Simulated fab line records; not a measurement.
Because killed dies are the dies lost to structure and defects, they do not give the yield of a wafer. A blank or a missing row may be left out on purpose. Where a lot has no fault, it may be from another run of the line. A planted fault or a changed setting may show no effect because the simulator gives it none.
Matching of chambers    flow nandHarc    4 sister chambers for NHARC_A_CONTACT_ETCH_106 on rieDiel-05
The step etches the open film in CF4/O2, target depth 60 nm, overetch 6 nm, time 33 s. 8 wafers are shown with their chamber, then 12 later ones without.

## WAFERS, EACH WITH ITS CHAMBER
wafer   chamber  drypumpMotorCurrentA (A)  rfFwdPowerW (W)
L079.1  2        4.7                       294.4
L083.4  0        5.8                       294.4
L089.1  2        4.7                       295.3
L089.2  1        6.1                       296.9
L089.4  3        5.0                       296.4
L093.1  1        6.0                       297.2
L093.2  0        5.8                       293.8
L093.3  3        5.0                       296.4

## WAFERS MISSING THEIR CHAMBER
wafer   drypumpMotorCurrentA (A)  rfFwdPowerW (W)
L092.2  5.0                       296.0
L092.3  6.1                       297.4
L092.4  4.7                       293.7
L094.1  4.7                       295.9
L094.2  5.0                       298.1
L094.6  5.0                       295.8
L097.3  4.7                       295.5
L097.4  6.1                       296.2
L097.6  5.8                       294.2
L096.2  6.0                       298.2
L096.5  5.0                       296.6
L096.6  4.7                       295.3

## WHICH CHAMBER EACH WENT THROUGH
wafer   from the rows above  in truth
L092.2  3                    3
L092.3  1                    1
L092.4  2                    2
L094.1  2                    2
L094.2  3                    3
L094.6  3                    3
L097.3  2                    2
L097.4  1                    1
L097.6  0                    0
L096.2  1                    1
L096.5  3                    3
L096.6  2                    2
Correctly placed: 12 of 12. Not placeable from these rows: 0. Wrongly placed: 0.
How it was worked out, from the rows above alone: a wafer's distance from a chamber is the root of the sum, over the readings, of the square of ((its reading less the chamber's mean) divided by the reading's scatter). If the next closest chamber is less than 2 further off than the closest, the wafer can't be placed; otherwise it belongs to the closest. Each chamber's mean is taken over the wafers shown for it. The scatter: take each reading less its chamber's mean, square it, sum over the shown wafers, divide by the number of wafers less the number of chambers, and take the root.
